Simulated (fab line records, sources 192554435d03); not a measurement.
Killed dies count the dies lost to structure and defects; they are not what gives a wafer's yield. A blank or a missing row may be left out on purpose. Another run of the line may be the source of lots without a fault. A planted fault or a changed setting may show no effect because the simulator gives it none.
Chamber matching	flow n5 finfet	lpcvd-01 running N5_DUMMY_GATE_CVD_03: 13 sister chambers
The step deposits a-Si from SiH4, target thk 150 nm, time 8042 s. 14 wafers are shown with their chamber, then 1 later ones without.

WAFERS PAIRED WITH THEIR CHAMBERS
wafer	chamber	spike tc upper C (C)	spike tc top C (C)	spike tc lower C (C)
L614.2	1/45	530.1	551.5	531.7
L614.3	1/50	530.1	551.5	531.7
L614.5	1/59	530.1	551.5	531.7
L615.1	0/65	527.3	552.1	528.9
L615.2	0/70	527.3	552.1	528.9
L615.4	0/79	527.3	552.1	528.9
L628.4	1/54	529.8	551.6	531.4
L628.5	1/59	529.8	551.6	531.4
L628.6	1/64	529.8	551.6	531.4
L629.1	0/40	527.7	552.9	528.4
L629.2	0/45	527.7	552.9	528.4
L631.1	0/90	526.6	552.1	529.3
L631.4	0/104	526.6	552.1	529.3
L631.5	0/109	526.6	552.1	529.3

SIGNATURES (means of the wafers above)
reading	chamber 0/104	chamber 0/109	chamber 0/40	chamber 0/45	chamber 0/65	chamber 0/70	chamber 0/79	chamber 0/90	chamber 1/45	chamber 1/50	chamber 1/54	chamber 1/59	chamber 1/64	scatter within a chamber
spike tc upper C	526.600	526.600	527.700	527.700	527.300	527.300	527.300	526.600	530.100	530.100	529.800	529.950	529.800	0.212
spike tc top C	552.100	552.100	552.900	552.900	552.100	552.100	552.100	552.100	551.500	551.500	551.600	551.550	551.600	0.0707
spike tc lower C	529.300	529.300	528.400	528.400	528.900	528.900	528.900	529.300	531.700	531.700	531.400	531.550	531.400	0.212
Rule: for each reading, subtract the chamber's mean from the wafer's reading, divide by that reading's scatter and square the result; add these up over the readings and take the root, which gives the wafer's distance from the chamber. The wafer belongs to the nearest chamber; if the next one is less than 2 further off, it can't be placed. The scatter is the square root of a quotient: the sum, over the shown wafers, of each reading's squared deviation from its chamber's mean, divided by wafers minus chambers.

WAFERS MISSING THEIR CHAMBER
wafer	spike tc upper C (C)	spike tc top C (C)	spike tc lower C (C)
L635.4	527.4	552.6	529.6

CHAMBER TAKEN BY EACH
wafer	from the rows above	in truth
L635.4	can't be placed: 0/40 or 0/45 or 0/65 or 0/70 or 0/79 or 0/104 or 0/109 or 0/90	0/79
Correct placement for 0 of the 1. Cannot be placed on the basis of these rows: 1; the candidates contain the true chamber in 1. Number placed wrongly: 0.
